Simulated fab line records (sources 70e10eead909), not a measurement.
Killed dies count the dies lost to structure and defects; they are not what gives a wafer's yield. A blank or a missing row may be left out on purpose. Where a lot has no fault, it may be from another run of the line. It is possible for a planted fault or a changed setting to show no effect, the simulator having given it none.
fab line records -- flow nandHarc
record: lots: 5, wafers: 15, lastDay: 33
route steps=1302 shown P_ZERO_WELL@68 P_STI@69 END@1302
lots that met no fault: taken from a fault-free run of the same line
startH: start of the lot's first displayed wafer, in hours after the record's first day -- waitH: time in hours since the lot's previous step -- " the same as in the row above -- L1.1+2: one row covering several wafers at once -- - either no value or no given start -- * or withheld: withheld -- < > ~ a bound
route shown NAME@n: a module of which the file shows steps, and the number in the route of the first -- usual: mean/standard deviation taken from wafers without a fault -- same: alike in all rows -- chamber/n: place in a boat -- sites: readings site by site -- _std_site: their standard deviation -- _edge_site: outer sites' mean less inner sites' -- radiusMm: for every site, how far away it sits from the centre of the wafer -- mask NAME#n: copy n -- behind: the last tool/chamber to shape the wafer -- hold: why the lot was held/for how many hours/how that ended -- device: which transistor (n, p or np) failed to switch -- end of line: the same wafers' tests at the end of the route -- a step with no rows: only its recipe -- killed: count of dies lost to structure and defects at first sort (not the wafer's yield) -- map: a wafer's dies, x killed, . not, _ none there
set.NAME: the setting as run; set.NAME@STEP: as run at that earlier step -- model.NAME: the simulator's own value behind a step, which no gauge read
lots at some steps of the route; a table a step, a row a wafer
services: a tool's chamber out of use, with start hour (startH, from the record's first day; less than 0 if before it), hours out, and reason
== steps ==
step: NHARC_P_ZERO_WELL_INSPECT_43
usual: rawDefectCount: 13/6.2
lot.wafer,tool,chamber,startH,waitH,rawDefectCount
L315.2,defectInspect-01,-,57.59,0.5,14
L315.5,defectInspect-01,-,57.59,0.5,21
L315.6,defectInspect-01,-,57.59,0.5,18
L322.1,defectInspect-02,-,127.90,0.6,10
L322.2,defectInspect-02,-,127.90,0.6,19
L322.6,defectInspect-02,-,127.90,0.6,20
L326.2,defectInspect-01,-,167.48,0.5,12
L326.3,defectInspect-01,-,167.48,0.5,4
L326.4,defectInspect-01,-,167.48,0.5,11
L328.1,defectInspect-02,-,187.45,0.6,4
L328.5,defectInspect-02,-,187.45,0.6,28
L328.6,defectInspect-02,-,187.45,0.6,19
L335.1,defectInspect-02,-,257.31,0.6,12
L335.2,defectInspect-02,-,257.31,0.6,3
L335.6,defectInspect-02,-,257.31,0.6,7
step: NHARC_P_STI_ETCH_26
recipe: targetDepthA: 110, chemistry: dHF, material: SiO2
step: NHARC_P_STI_PRECLEAN_27
recipe: timeS: *, tempC: 50, bathAgeMin: 0, chemistry: SC1
step: NHARC_P_STI_SRD_28
step: NHARC_P_STI_OXIDE_29
recipe: targetThkA: 100, tempC: 900, oxTimeS: 1362, material: SiO2
step: NHARC_P_STI_HM_DEP_30
recipe: targetThkA: 800, tempC: 790, pressureMtorr: 300, timeS: 873, material: Si3N4
step: NHARC_P_STI_DEHYDRATE_01
recipe: tempC: 150, timeS: 120
step: NHARC_P_STI_HMDS_02
recipe: timeS: 30
step: NHARC_P_STI_COAT_41
recipe: tempC: 200, timeS: 65
step: NHARC_P_STI_COAT_03
recipe: spinRpm: 2000, resistThkNm: 600
step: NHARC_P_STI_SOFTBAKE_04
recipe: tempC: 125, timeS: 70
step: NHARC_P_STI_EBR_05
step: NHARC_P_STI_EXPOSE_06
recipe: na: 0.55, targetCdNm: 200, doseMj: 37.69, maskId: P_STI
usual: stageVelMmS: 500.04/0.24
lot.wafer,tool,chamber,startH,waitH,mask,stageVelMmS
L315.2,krfScanner-02,0,72.71,-,P_STI#0,500.19
L315.5,krfScanner-02,0,72.71,-,P_STI#0,500.14
L315.6,krfScanner-02,0,72.71,-,P_STI#0,499.98
L322.1,krfScanner-02,0,142.26,-,P_STI#0,500.07
L322.2,krfScanner-02,0,142.26,-,P_STI#0,499.94
L322.6,krfScanner-02,0,142.26,-,P_STI#0,500.27
L326.2,krfScanner-02,0,184.02,-,P_STI_R1#0,499.96
L326.3,krfScanner-02,0,184.02,-,P_STI_R1#0,500.23
L326.4,krfScanner-02,0,184.02,-,P_STI_R1#0,499.89
L328.1,krfScanner-02,0,201.68,-,P_STI#0,500.09
L328.5,krfScanner-02,0,201.68,-,P_STI#0,500.08
L328.6,krfScanner-02,0,201.68,-,P_STI#0,500.36
L335.1,krfScanner-01,0,268.96,-,P_STI#0,499.89
L335.2,krfScanner-01,0,268.96,-,P_STI#0,499.78
L335.6,krfScanner-01,0,268.96,-,P_STI#0,499.99
step: NHARC_P_STI_PEB_07
recipe: pebTempC: 128, pebTimeS: 80
step: NHARC_P_STI_DEVELOP_08
recipe: timeS: 50, devTempC: 22
step: NHARC_P_STI_CD_MEAS_09
recipe: targetCdNm: 200, landingEnergyEv: 500
usual: cdNm: 197.3/1.9
lot.wafer,tool,chamber,startH,waitH,cdNm
L315.2,cdSem-02,0,72.86,-,195.2
L315.5,cdSem-02,0,72.86,-,197.7
L315.6,cdSem-02,0,72.86,-,200.4
L322.1,cdSem-03,0,142.41,-,198.2
L322.2,cdSem-03,0,142.41,-,199.6
L322.6,cdSem-03,0,142.41,-,198.3
L326.2,cdSem-01,0,184.17,-,213.2
L326.3,cdSem-01,0,184.17,-,213.1
L326.4,cdSem-01,0,184.17,-,213.5
L328.1,cdSem-01,0,201.84,-,195.2
L328.5,cdSem-01,0,201.84,-,197.1
L328.6,cdSem-01,0,201.84,-,195.6
L335.1,cdSem-01,0,269.11,-,199.3
L335.2,cdSem-01,0,269.11,-,197.4
L335.6,cdSem-01,0,269.11,-,197.6
step: NHARC_P_STI_OVL_MEAS_10
usual: overlayXNm: -2/6, overlayYNm: 0/5.9
lot.wafer,tool,chamber,startH,waitH,overlayXNm,overlayYNm
L315.2,overlay-02,-,72.94,-,-5,-7
L315.5,overlay-02,-,72.94,-,-5,-7
L315.6,overlay-02,-,72.94,-,-4,-7
L322.1,overlay-01,-,142.50,-,0,6
L322.2,overlay-01,-,142.50,-,0,5
L322.6,overlay-01,-,142.50,-,-1,5
L326.2,overlay-01,-,184.25,-,1,-13
L326.3,overlay-01,-,184.25,-,1,-14
L326.4,overlay-01,-,184.25,-,1,-13
L328.1,overlay-02,-,201.92,-,8,-1
L328.5,overlay-02,-,201.92,-,8,0
L328.6,overlay-02,-,201.92,-,9,0
L335.1,overlay-02,-,269.20,-,-3,5
L335.2,overlay-02,-,269.20,-,-3,5
L335.6,overlay-02,-,269.20,-,-2,4
step: NHARC_P_STI_INSPECT_11
usual: rawDefectCount: 5.4/2.7
lot.wafer,tool,chamber,startH,waitH,rawDefectCount
L315.2,defectInspect-02,-,72.98,0.0,7
L315.5,defectInspect-02,-,72.98,0.0,6
L315.6,defectInspect-02,-,72.98,0.0,5
L322.1,defectInspect-02,-,142.54,0.0,4
L322.2,defectInspect-02,-,142.54,0.0,12
L322.6,defectInspect-02,-,142.54,0.0,5
L326.2,defectInspect-02,-,184.29,0.0,1
L326.3,defectInspect-02,-,184.29,0.0,2
L326.4,defectInspect-02,-,184.29,0.0,3
L328.1,defectInspect-02,-,201.96,0.0,6
L328.5,defectInspect-02,-,201.96,0.0,5
L328.6,defectInspect-02,-,201.96,0.0,4
L335.1,defectInspect-01,-,269.24,0.0,5
L335.2,defectInspect-01,-,269.24,0.0,4
L335.6,defectInspect-01,-,269.24,0.0,2
step: NHARC_P_STI_HARDBAKE_13
recipe: tempC: 118, timeS: 65
step: NHARC_P_STI_DESCUM_14
recipe: timeS: 3, o2FlowSccm: 200, arFlowSccm: 0, biasPowerW: 0, chemistry: O2
usual: drypumpMotorCurrentA: 5.3/0.36, o2FlowSccm: 199.9/0.59, oesProductAu: 1.002/0.012, rfVppV: 57.7/0.8, showerheadPlenumPTorr: 1.91/0.064, throttleValvePct: 11.312/0.0084
lot.wafer,tool,chamber,startH,waitH,drypumpMotorCurrentA,o2FlowSccm,oesProductAu,rfHoursCounterH,rfVppV,showerheadPlenumPTorr,throttleValvePct,model.P_STI.cdNm
L315.2,rieDiel-08,2,73.11,-,4.8,199.6,0.995,4,59.7,1.92,11.314,194.5
L315.5,rieDiel-08,2,73.11,-,4.8,199.0,0.996,-,56.9,1.92,11.306,196.8
L315.6,rieDiel-08,3,73.11,-,5.5,201.0,1.005,-,56.4,1.96,11.305,200.4
L322.2,rieDiel-09,1,142.68,-,6.4,199.0,1.029,14,58.5,2.00,11.304,200.1
L322.1,rieDiel-09,2,142.68,-,5.7,200.1,0.999,15,58.2,2.02,11.314,198.2
L322.6,rieDiel-09,1,142.68,-,6.4,199.9,1.016,-,57.0,2.00,11.312,199.3
L326.4,rieDiel-10,0,184.43,-,5.2,199.4,1.003,4,58.4,1.94,11.305,214
L326.2,rieDiel-10,1,184.43,-,5.5,200.5,1.023,5,58.3,1.91,11.331,212.7
L326.3,rieDiel-10,2,184.43,-,5.5,201.3,1.003,5,59.0,1.93,11.304,213.4
L328.1,rieDiel-09,3,202.09,-,4.9,200.0,0.988,5,58.2,1.91,11.300,195.4
L328.5,rieDiel-09,3,202.09,-,4.8,199.7,0.990,-,58.0,1.91,11.317,197.2
L328.6,rieDiel-09,0,202.09,-,5.7,201.1,1.015,-,58.3,1.99,11.320,196
L335.2,rieDiel-08,0,269.37,-,5.3,199.7,0.992,5,57.8,1.84,11.310,196.3
L335.1,rieDiel-08,3,269.37,-,5.4,200.1,0.990,5,58.4,1.96,11.318,199.8
L335.6,rieDiel-08,3,269.37,-,5.4,200.1,0.997,-,58.0,1.96,11.316,198.1
step: NHARC_P_STI_ETCH_42
recipe: targetDepthA: 800, overetchA: 240, timeS: 61, ionEnergyEv: 200, n2FlowSccm: 150, h2FlowSccm: 150, arFlowSccm: 0, rfW: 400, biasW: 150, chemistry: N2/H2
usual: drypumpMotorCurrentA: 5.3/0.36, h2FlowSccm: 150.0/0.48, n2FlowSccm: 149.9/0.45, oesProductAu: 1.000/0.012, rfVppV: 430.5/2.1, showerheadPlenumPTorr: 2.04/0.072, throttleValvePct: 14.170/0.009
lot.wafer,tool,chamber,startH,waitH,drypumpMotorCurrentA,h2FlowSccm,n2FlowSccm,oesProductAu,rfHoursCounterH,rfVppV,showerheadPlenumPTorr,throttleValvePct
L315.2,rieDiel-08,2,73.21,0.1,4.8,150.0,150.1,1.005,4,430.7,2.04,14.173
L315.6,rieDiel-08,3,73.21,0.1,5.4,149.9,150.2,1.005,-,431.8,2.09,14.163
L315.5,rieDiel-08,0,73.21,0.1,5.2,150.8,150.0,1.005,-,429.2,1.96,14.175
L322.2,rieDiel-09,0,142.76,0.1,5.7,149.4,149.3,0.998,15,432.3,2.12,14.164
L322.1,rieDiel-09,1,142.76,0.1,6.3,150.5,150.0,1.021,14,434.6,2.14,14.176
L322.6,rieDiel-09,1,142.76,0.1,6.3,149.6,150.3,1.024,-,433.3,2.14,14.167
L326.2,rieDiel-10,3,184.51,0.1,4.9,150.0,149.4,0.990,5,426.9,1.91,14.185
L326.3,rieDiel-10,1,184.51,0.1,5.5,150.6,150.2,1.012,5,430.6,2.03,14.175
L326.4,rieDiel-10,2,184.51,0.1,5.4,149.9,150.0,1.002,5,430.7,2.05,14.160
L328.1,rieDiel-09,0,202.18,0.1,5.6,149.9,149.6,1.010,2,432.1,2.12,14.170
L328.5,rieDiel-09,0,202.18,0.1,5.6,150.1,149.7,1.004,-,432.9,2.12,14.176
L328.6,rieDiel-09,1,202.18,0.1,6.3,149.4,150.1,1.018,-,434.3,2.14,14.167
L335.1,rieDiel-08,3,269.55,0.1,5.4,150.2,149.6,0.994,5,432.0,2.09,14.170
L335.2,rieDiel-08,0,269.55,0.1,5.3,149.7,150.3,0.996,5,430.0,1.96,14.173
L335.6,rieDiel-08,3,269.55,0.1,5.4,150.7,149.7,0.993,-,432.5,2.09,14.181
step: NHARC_P_STI_ETCH_31
recipe: targetDepthA: 1089, timeS: 54.5, cf4FlowSccm: 100, chf3FlowSccm: 30, arFlowSccm: 0, rfW: 500, biasW: 200, chemistry: CF4/CHF3
usual: cf4FlowSccm: 100.0/0.33, drypumpMotorCurrentA: 5.3/0.36, oesProductAu: 0.958/0.023, rfVppV: 370.6/1.9, showerheadPlenumPTorr: 1.57/0.05, throttleValvePct: 16.803/0.0093
lot.wafer,tool,chamber,startH,waitH,cf4FlowSccm,drypumpMotorCurrentA,oesProductAu,rfHoursCounterH,rfVppV,showerheadPlenumPTorr,throttleValvePct
L315.2,rieDiel-08,0,-,-,100.4,5.3,0.958,4,368.9,1.52,16.788
L315.5,rieDiel-08,0,-,-,100.1,5.3,0.967,-,368.8,1.52,16.803
L315.6,rieDiel-08,1,-,-,99.9,4.9,0.985,-,368.2,1.51,16.794
L322.1,rieDiel-09,3,-,-,100.1,4.9,0.970,16,370.6,1.57,16.798
L322.2,rieDiel-09,0,-,-,100.2,5.6,0.956,15,373.3,1.63,16.805
L322.6,rieDiel-09,0,-,-,100.0,5.6,0.953,-,372.3,1.63,16.813
L326.4,rieDiel-10,1,-,-,100.0,5.5,0.990,5,369.4,1.57,16.801
L326.2,rieDiel-10,2,-,-,100.3,5.4,0.967,5,370.5,1.58,16.802
L326.3,rieDiel-10,3,-,-,100.7,4.9,0.955,5,368.1,1.48,16.809
L328.1,rieDiel-09,3,-,-,100.1,4.8,0.911,5,369.8,1.57,16.818
L328.5,rieDiel-09,1,-,-,100.0,6.3,0.942,-,372.5,1.64,16.821
L328.6,rieDiel-09,2,-,-,99.6,5.7,0.920,-,373.2,1.66,16.819
L335.2,rieDiel-08,3,-,-,100.5,5.4,0.926,6,371.0,1.61,16.806
L335.1,rieDiel-08,0,-,-,99.8,5.3,0.927,5,370.0,1.52,16.797
L335.6,rieDiel-08,0,-,-,100.0,5.3,0.934,-,367.3,1.52,16.798
step: NHARC_P_STI_ETCH_15
recipe: targetDepthA: 3000, taperDeg: 4, timeS: 100.1, hbrFlowSccm: 150, cl2FlowSccm: 50, rfW: 400, icpW: 400, biasW: 100, chemistry: HBr/Cl2
usual: drypumpMotorCurrentA: 5.9/0.45, oesProductAu: 1.000/0.0091, throttleValvePct: 26.407/0.0084
lot.wafer,tool,chamber,startH,waitH,drypumpMotorCurrentA,oesProductAu,rfHoursCounterH,throttleValvePct,model.P_STI.cdNm
L315.2,rieSi-02,2,73.43,-,6.6,0.991,0.9,26.410,194.1
L315.6,rieSi-02,3,73.43,-,5.7,0.995,-,26.409,198.7
L315.5,rieSi-02,0,73.43,-,5.4,0.994,-,26.410,196.6
L322.1,rieSi-06,1,142.95,-,6.3,1.018,0.4,26.405,198.6
L322.2,rieSi-06,3,142.95,-,5.8,1.012,0.5,26.414,202.1
L322.6,rieSi-06,2,142.95,-,6.7,1.002,-,26.407,199.9
L326.3,rieSi-02,3,184.70,-,5.7,0.998,0.6,26.402,213.4
L326.4,rieSi-02,0,184.70,-,5.4,1.007,0.5,26.400,214.1
L326.2,rieSi-02,1,184.70,-,6.2,1.003,0.5,26.400,213.4
L328.1,rieSi-02,2,202.38,-,6.6,0.988,0.7,26.395,195.1
L328.6,rieSi-02,1,202.38,-,6.2,1.000,-,26.394,195.6
L328.5,rieSi-02,2,202.38,-,6.6,1.003,-,26.412,195.6
L335.2,rieSi-06,0,269.85,-,5.6,1.005,0.0,26.429,194.4
L335.1,rieSi-06,1,269.85,-,6.3,1.006,0.0,26.386,199.6
L335.6,rieSi-06,0,269.85,-,5.6,0.993,-,26.394,197.6
step: NHARC_P_STI_CD_MEAS_16
usual: cdNm: 196.9/2.2
lot.wafer,tool,chamber,startH,waitH,cdNm
L315.2,cdSem-03,-,73.55,-,194.2
L315.5,cdSem-03,-,73.55,-,196.5
L315.6,cdSem-03,-,73.55,-,198.7
L322.1,cdSem-02,-,143.11,-,198.6
L322.2,cdSem-02,-,143.11,-,202.0
L322.6,cdSem-02,-,143.11,-,199.9
L326.2,cdSem-01,-,184.87,-,213.6
L326.3,cdSem-01,-,184.87,-,213.4
L326.4,cdSem-01,-,184.87,-,214.1
L328.1,cdSem-01,-,202.53,-,195.2
L328.5,cdSem-01,-,202.53,-,195.6
L328.6,cdSem-01,-,202.53,-,195.7
L335.1,cdSem-01,-,270.01,-,199.7
L335.2,cdSem-01,-,270.01,-,194.7
L335.6,cdSem-01,-,270.01,-,197.4
step: NHARC_P_STI_OCD_MEAS_17
usual: trenchDepthNm: 300/3.8, trenchFootCdNm: 155.4/2
lot.wafer,tool,chamber,startH,waitH,trenchDepthNm,trenchFootCdNm
L315.2,ocd-01,-,73.64,0.1,294,154.1
L315.5,ocd-01,-,73.64,0.1,298,155.5
L315.6,ocd-01,-,73.64,0.1,296,158.9
L322.1,ocd-01,-,143.20,0.1,308,155.3
L322.2,ocd-01,-,143.20,0.1,305,156.4
L322.6,ocd-01,-,143.20,0.1,300,156.5
L326.2,ocd-02,-,184.95,0.1,299,171.5
L326.3,ocd-02,-,184.95,0.1,296,171.7
L326.4,ocd-02,-,184.95,0.1,305,171.3
L328.1,ocd-01,-,202.62,0.1,298,153.6
L328.5,ocd-01,-,202.62,0.1,299,155.2
L328.6,ocd-01,-,202.62,0.1,299,153.3
L335.1,ocd-01,-,270.10,0.1,304,156.2
L335.2,ocd-01,-,270.10,0.1,299,154.8
L335.6,ocd-01,-,270.10,0.1,302,155.1
step: NHARC_P_STI_STRIP_19
recipe: timeS: 900, tempC: 130, chemistry: SPM
step: NHARC_END_SORT_01
recipe: tempC: 25
usual: killedAtArray: 50/16, killedAtOther: 0.8/1, killedAtPeriphery: 4/3.1, killedDies: 54/16, killedOpen: 3.2/2, killedShort: 2.5/1.6
same: grossDies: 677
lot.wafer,tool,chamber,startH,waitH,killedAtArray,killedAtOther,killedAtPeriphery,killedDies,killedOpen,killedShort
L326.3,prober-02,0,714.23,3.1,69,0,3,72,2,1
L328.1,prober-01,0,716.82,2.5,45,0,4,49,4,6
L328.5,prober-01,0,720.01,3.7,53,0,5,58,2,4
L328.6,prober-01,0,720.80,4.0,58,0,6,64,8,4
killed by level:class
L326.3 A_CHANNEL_HOLE_D1:chamberFilmFlake=28 A_CHANNEL_HOLE_D2:chamberFilmFlake=21 A_CONTACT:chamberFilmFlake=11 A_M1:chamberFilmFlake=4 A_SLIT:chamberFilmFlake=3 P_CONTACT:geometricParticle:open=1 A_DECK1_JOINT:geometricParticle:open=1 A_ONON_D2:geometricParticle:short=1
L328.1 A_SLIT:chamberFilmFlake=26 A_CHANNEL_HOLE_D1:chamberFilmFlake=8 A_CONTACT:chamberFilmFlake=3 P_CONTACT:geometricParticle:open=1 P_M0:geometricParticle:open=1 P_M0:geometricParticle:short=1 A_ONON_D1:geometricParticle:short=1 A_CHANNEL_HOLE_D1:geometricParticle:short=1
L328.5 A_SLIT:chamberFilmFlake=29 A_CHANNEL_HOLE_D1:chamberFilmFlake=15 A_CONTACT:chamberFilmFlake=4 P_GATE:chamberFilmFlake=2 P_M0:geometricParticle:open=1 P_M1:geometricParticle:open=1 A_SOURCE_PLATE:geometricParticle:short=1 A_ONON_D1:geometricParticle:short=1
L328.6 A_CHANNEL_HOLE_D1:chamberFilmFlake=26 A_SLIT:chamberFilmFlake=22 P_M0:geometricParticle:open=2 A_CONTACT:chamberFilmFlake=2 P_GATE:geometricParticle:open=1 P_CONTACT:geometricParticle:open=1 P_M0:geometricParticle:short=1 A_SOURCE_PLATE:geometricParticle:open=1
== services ==
tool,chamber,startH,hours,kind
rieDiel-08,2,51.39,7.7,repair
rieDiel-10,-,65.50,9.0,pm
krfScanner-02,-,81.68,2.4,repair
krfScanner-02,-,89.67,4.1,repair
krfScanner-02,-,94.00,4.0,pm
rieSi-02,1,95.49,6.1,repair
rieSi-02,3,96.96,6.5,repair
rieSi-02,-,100.00,9.0,pm
krfScanner-02,-,103.59,3.3,repair
rieDiel-10,0,128.07,19.8,repair
rieDiel-09,-,143.10,9.0,pm
rieDiel-08,2,163.35,6.1,repair
rieDiel-09,1,180.14,17.5,repair
rieDiel-09,0,183.94,16.0,repair
rieDiel-08,-,190.81,9.0,pm
krfScanner-02,-,208.56,0.6,repair
rieDiel-09,3,217.30,9.9,repair
rieDiel-08,0,236.47,3.2,repair
krfScanner-02,-,237.20,11.6,repair
rieDiel-08,2,253.28,17.2,repair
rieDiel-09,1,255.39,4.3,repair
krfScanner-02,-,266.00,4.0,pm
rieDiel-09,1,266.29,18.7,repair
rieDiel-08,1,266.72,3.4,repair
== key ==
firstSign: step: NHARC_P_STI_EXPOSE_06, reading: mask, direction: changed
effect: step: NHARC_P_STI_CD_MEAS_09, reading: cdNm, direction: up, sigmas: 8.5, usual: 197.3, struck: 213.3
effect: step: NHARC_P_STI_CD_MEAS_16, reading: cdNm, direction: up, sigmas: 7.7, usual: 196.9, struck: 213.7
effect: step: NHARC_P_STI_OCD_MEAS_17, reading: trenchFootCdNm, direction: up, sigmas: 8.1, usual: 155.4, struck: 171.5
modelEffect: step: NHARC_P_STI_DESCUM_14, value: P_STI.cdNm, without: 198.4, struck: 213.3
modelEffect: step: NHARC_P_STI_ETCH_15, value: P_STI.cdNm, without: 198.7, struck: 213.6
metAt NHARC_P_STI_EXPOSE_06
struckWafers L326.2,L326.3,L326.4
testerLeftOut L326
onsetBetween 142.26 184.02
fault: kind: wrongMask, tool: any, chamber: -, onsetH: 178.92, steps: NHARC_P_STI_EXPOSE_06, auxCopy: P_STI_R1#0, cdOffsetNm: 14.947, scope: struckLotsOnly
testerLeftOut: of these lots the tester's yield and bins aren't shown, on N5 and GAA mostly nor the transistor test; their killed dies are dies lost to structure and defects alone, not to doping, threshold or leakage, so they don't give the yield
